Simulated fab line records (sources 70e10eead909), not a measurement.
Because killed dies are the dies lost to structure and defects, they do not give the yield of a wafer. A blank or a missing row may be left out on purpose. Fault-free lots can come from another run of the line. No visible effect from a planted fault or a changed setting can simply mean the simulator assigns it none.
Chamber matching + flow nand-harc + 4 sister chambers for NHARC_P_CONTACT_ALD_22 on ald-metal-04
The step deposits TiN, target thk 3 nm, pulse time 1 s, ald cycles 150. 8 wafers are shown with their chamber, then 7 later ones without.

== WAFERS PAIRED WITH THEIR CHAMBERS ==
| wafer  | chamber | heater-power-w (W) | precursor-pulse-height-rel |
|--------|---------|--------------------|----------------------------|
| L082.4 | 1       | 973                | 1.005                      |
| L082.6 | 1       | 963                | 0.972                      |
| L088.4 | 2       | 1109               | 1.020                      |
| L088.5 | 2       | 1083               | 0.992                      |
| L090.1 | 3       | 1129               | 1.010                      |
| L090.6 | 0       | 1297               | 0.985                      |
| L092.3 | 0       | 1260               | 0.957                      |
| L092.4 | 3       | 1005               | 0.970                      |

== WAFERS MISSING THEIR CHAMBER ==
| wafer  | heater-power-w (W) | precursor-pulse-height-rel |
|--------|--------------------|----------------------------|
| L092.5 | 959                | 1.019                      |
| L093.3 | 960                | 1.014                      |
| L093.4 | 1224               | 1.024                      |
| L093.5 | 1283               | 1.022                      |
| L096.1 | 1004               | 1.026                      |
| L096.3 | 1079               | 0.984                      |
| L096.6 | 1038               | 1.025                      |

== THE CHAMBER EACH PASSED THROUGH ==
| wafer  | from the rows above          | in truth |
|--------|------------------------------|----------|
| L092.5 | can't be placed: 1 or 3 or 2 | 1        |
| L093.3 | can't be placed: 1 or 3 or 2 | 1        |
| L093.4 | can't be placed: 0 or 2 or 3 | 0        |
| L093.5 | can't be placed: 0 or 2      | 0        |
| L096.1 | can't be placed: 1 or 3 or 2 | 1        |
| L096.3 | can't be placed: 3 or 2      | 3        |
| L096.6 | can't be placed: 2 or 3 or 1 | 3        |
Correct placement for 0 of the 7. Unplaceable from these rows: 7, with the true chamber sitting among the candidates in 7. Wrongly placed: 0.
How it was worked out, from the rows above alone: a wafer's distance from a chamber is the root of the sum, over the readings, of the square of ((its reading less the chamber's mean) divided by the reading's scatter). If the next closest chamber is less than 2 further off than the closest, the wafer can't be placed; otherwise it belongs to the closest. Each chamber's mean is taken over the wafers shown for it. How the scatter is found: for the shown wafers, subtract from each reading the mean of its chamber, square and add these, divide the total by (wafers less chambers), then take the root.
